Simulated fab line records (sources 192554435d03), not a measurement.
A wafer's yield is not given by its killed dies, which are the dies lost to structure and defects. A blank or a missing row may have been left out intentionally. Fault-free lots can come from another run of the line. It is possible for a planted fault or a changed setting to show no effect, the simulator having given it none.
A lot that was struck, set against a sound lot | flow n5 finfet | 40 out of 1938 route steps
Sound: the wafers L501.2, L501.3, L501.5. Wafers struck: L507.1, L507.4, L507.5. The cause is named last.
Per side, at each step with rows, come the tool, then ch with its chambers, and then its first start. Under that, the readings that differ: sound wafers | struck wafers | difference of the means | sigmas: that difference in standard deviations of wafers without a fault.
alike: same words and numbers on both sides, and readings whose means sit less than 2 such deviations apart. not compared: any withheld reading, any reading some wafer has no value for, any bound like >300 that may hide the same value, and any number with overlapping values for which the record gives no deviation.
A row with sigmas, a row that says differs or no value, or rows on one side alone: a step with any of these is where the two part. Numbers that don't overlap but have no deviation are shown without sigmas and don't part them. A reading that every wafer of one side lacks parts them only if that side has two wafers or more.

first, 12 steps without rows for these wafers: N5_HKMG_FIN_ETCH_32 (etches SOC in N2/H2, target depth 240 nm, time 300 s); N5_HKMG_FIN_STRIP_33 (strips in N2/H2); N5_HKMG_FIN_STRIP_34 (strips in CF4); N5_HKMG_FIN_ETCH_35 (etches SOC in N2/H2, target depth 215.8 nm, time 243.4 s); N5_HKMG_FIN_STRIP_92 (strips SOC in N2/H2, time 20 s); N5_HKMG_FIN_WET_ETCH_18 (etches TiN in SC1, time 55 s, target depth 5.2 nm, rinse time 30 s); N5_HKMG_FIN_STRIP_19 (strips in N2/H2, time 360 s); N5_HKMG_FIN_ALD_91 (deposits TiN, target thk 1 nm, pulse time 1 s, purge time 3 s); N5_HKMG_FIN_COAT_85 (time 60 s, resist thk 300 nm); N5_HKMG_FIN_ETCH_86 (etches SOC in N2/H2, stops on TiN, target depth 393.2 nm); N5_HKMG_FIN_STRIP_89 (strips SOC in N2/H2, time 20 s); N5_HKMG_FIN_WET_ETCH_87 (etches TiN in SC1, time 154.2 s, target depth 4.7 nm, rinse time 30 s).
N5_HKMG_FIN_STRIP_88: strips in N2/H2, time 360 s.
  sound on plasma asher-02 ch 0,1, day 4 04:47; struck on plasma asher-01 ch 0,1, day 5 21:33
  alike: drypump motor current A, heater power w, n2 flow sccm, temp c
  not compared: rf hours counter h
then, 26 steps without rows for these wafers: N5_HKMG_FIN_NWFM_ALD_20 (deposits TiAlC, target thk 2 nm, pulse time 3 s, purge time 2 s); N5_HKMG_FIN_ALD_71 (deposits TiN, target thk 1 nm, pulse time 1 s, purge time 3 s); N5_HKMG_FIN_COAT_66 (time 60 s, resist thk 300 nm); N5_HKMG_FIN_ETCH_67 (etches SOC in N2/H2, stops on TiN, target depth 388.9 nm); N5_HKMG_FIN_STRIP_90 (strips SOC in N2/H2, time 20 s); N5_HKMG_FIN_WET_ETCH_73 (etches the open film in SC1, time 42.3 s, target depth 1.3 nm, rinse time 30 s); N5_HKMG_FIN_ETCHBACK_68 (etches the open film in Cl2/Ar, stops on HfO2, target depth 0.5 nm); N5_HKMG_FIN_STRIP_69 (strips in N2/H2, time 360 s); N5_HKMG_FIN_ALD_21 (deposits TiN, target thk 1.5 nm, pulse time 1 s, purge time 3 s); N5_HKMG_FIN_ALD_72 (deposits W, target thk 2 nm, pulse time 1 s, purge time 2 s); N5_HKMG_FIN_W_FILL_22 (material W, target thk 60 nm, time 18.2 s); N5_HKMG_FIN_PRECLEAN_83 (cleans in DIW, time 57.5 s); N5_HKMG_FIN_SRD_84 (dry time 32 s); N5_HKMG_FIN_CMP_23 (polishes, stops on SiNx, t overpolish 10 s, target thk 46.326 nm); N5_HKMG_FIN_CMP_94 (polishes, stops on SiNx, t overpolish 4.7 s, target thk 43.299 nm); N5_GATE_CUT_ETCHBACK_00 (etches W in SF6/Cl2); N5_GATE_CUT_ETCH_56 (etches TiN in Cl2/Ar, target depth 21.6 nm); N5_GATE_CUT_ETCHBACK_30 (etches TiN in Cl2/Ar, target depth 3 nm); N5_GATE_CUT_VAPOR_ETCH_60 (etches HfO2 in BCl3/Cl2); N5_GATE_CUT_ETCH_58 (etches SiNx in CH3F/O2, target depth 17 nm, time 128.6 s); N5_GATE_CUT_STRIP_59 (strips in N2/H2, time 20 s); N5_GATE_CUT_PRECLEAN_31 (cleans in DIW, time 300 s); N5_GATE_CUT_SRD_32 (time 30 s); N5_GATE_CUT_SAC_CAP_01 (material SiNx, target thk 24 nm, pulse time 1 s, ald cycles 480); N5_GATE_CUT_PECVD_57 (deposits SiNx from SiH4/NH3/N2, target thk 21 nm); N5_GATE_CUT_CMP_02 (polishes, stops on SiO2, t overpolish 12.7 s, target thk 0 nm).
-- record jumps: 9 days separate the struck wafers' starts on either side; left off in module GATE_CUT, taken up again in module PASSIVATION, whose first shown step is the route's number 1936 --
N5_PASSIVATION_PROBE_49:
  sound: prober-01 at day 13 22:52; struck: prober-01 at day 15 03:46
  reading             | sound    | struck      | difference | sigmas
  killed at front end | 45 32 46 | 195 209 155 | +145       | +12
  killed dies         | 91 81 96 | 240 263 199 | +145       | +9
  alike: killed_at_M0_to_M3, killed_at_M4_up, killed at contacts, killed at other, killed on rim, killed open, killed short

## WHERE THEY PART
N5_PASSIVATION_PROBE_49 only, going by this record.

WHY: the cause the simulator had injected
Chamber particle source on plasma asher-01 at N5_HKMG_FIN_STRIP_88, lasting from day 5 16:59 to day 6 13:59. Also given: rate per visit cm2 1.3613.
